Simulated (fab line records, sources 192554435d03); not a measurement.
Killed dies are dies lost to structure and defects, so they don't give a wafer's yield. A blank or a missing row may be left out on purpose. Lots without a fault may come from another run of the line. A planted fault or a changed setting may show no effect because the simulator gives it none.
Chamber matching | flow n5_finfet | N5_BEOL_M4_ETCHBACK_99 on rie_diel-01: 4 sister chambers
The step etches SiO2 in CHF3, target depth 5 nm, time 10.4 s. 18 wafers are shown with their chamber, then 9 later ones without.

WAFERS WITH THEIR CHAMBER
wafer  | chamber | drypump_motor_current_A (A) | throttle_valve_pct (%) | showerhead_plenum_p_Torr (Torr)
L075.1 | 0       | 5.5                         | 16.85                  | 2.18
L075.4 | 3       | 5.3                         | 17.12                  | 2.14
L075.5 | 0       | 5.5                         | 16.86                  | 2.18
L076.2 | 1       | 6.1                         | 17.29                  | 2.13
L076.3 | 2       | 6.3                         | 17.08                  | 2.20
L076.6 | 2       | 6.4                         | 17.08                  | 2.21
L080.2 | 1       | 6.1                         | 17.29                  | 2.13
L080.3 | 3       | 5.3                         | 17.13                  | 2.13
L080.4 | 2       | 6.4                         | 17.10                  | 2.20
L079.1 | 1       | 6.1                         | 17.30                  | 2.13
L079.3 | 2       | 6.3                         | 17.10                  | 2.20
L079.5 | 2       | 6.4                         | 17.10                  | 2.20
L087.2 | 0       | 5.5                         | 16.91                  | 2.17
L087.4 | 3       | 5.3                         | 17.18                  | 2.13
L087.6 | 1       | 6.1                         | 17.32                  | 2.12
L088.1 | 3       | 5.3                         | 17.19                  | 2.13
L088.5 | 0       | 5.4                         | 16.91                  | 2.16
L088.6 | 3       | 5.3                         | 17.17                  | 2.13

SIGNATURES (means of the wafers above)
reading                  | chamber 0 | chamber 1 | chamber 2 | chamber 3 | scatter within a chamber
drypump_motor_current_A  | 5.475     | 6.100     | 6.360     | 5.300     | 0.0373
throttle_valve_pct       | 16.8825   | 17.3000   | 17.0920   | 17.1580   | 0.024
showerhead_plenum_p_Torr | 2.1725    | 2.1275    | 2.2020    | 2.1320    | 0.00604
Rule: a wafer's distance from a chamber is the root of the sum, over the readings, of the square of ((its reading less the chamber's mean) divided by the reading's scatter). The wafer belongs to the nearest chamber; if the next one is less than 2 further off, it can't be placed. The scatter: the root of (the sum of the squares of (reading less its chamber's mean) over the shown wafers, divided by (wafers less chambers)).

WAFERS WITHOUT THEIR CHAMBER
wafer  | drypump_motor_current_A (A) | throttle_valve_pct (%) | showerhead_plenum_p_Torr (Torr)
L092.1 | 6.1                         | 17.35                  | 2.12
L092.2 | 6.4                         | 16.66                  | 2.20
L092.4 | 6.4                         | 16.65                  | 2.20
L096.1 | 5.3                         | 16.74                  | 2.12
L096.4 | 6.1                         | 17.38                  | 2.11
L096.5 | 6.3                         | 16.68                  | 2.19
L097.1 | 6.1                         | 17.36                  | 2.11
L097.4 | 6.4                         | 16.68                  | 2.19
L097.6 | 5.3                         | 16.76                  | 2.12

WHICH CHAMBER EACH WENT THROUGH
wafer  | from the rows above | in truth
L092.1 | 1                   | 1
L092.2 | 2                   | 2
L092.4 | 2                   | 2
L096.1 | 0                   | 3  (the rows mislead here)
L096.4 | 1                   | 1
L096.5 | 2                   | 2
L097.1 | 1                   | 1
L097.4 | 2                   | 2
L097.6 | 0                   | 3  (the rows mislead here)
Placed correctly: 7 of 9. Can't be placed from these rows: 0. Placed wrongly: 2.
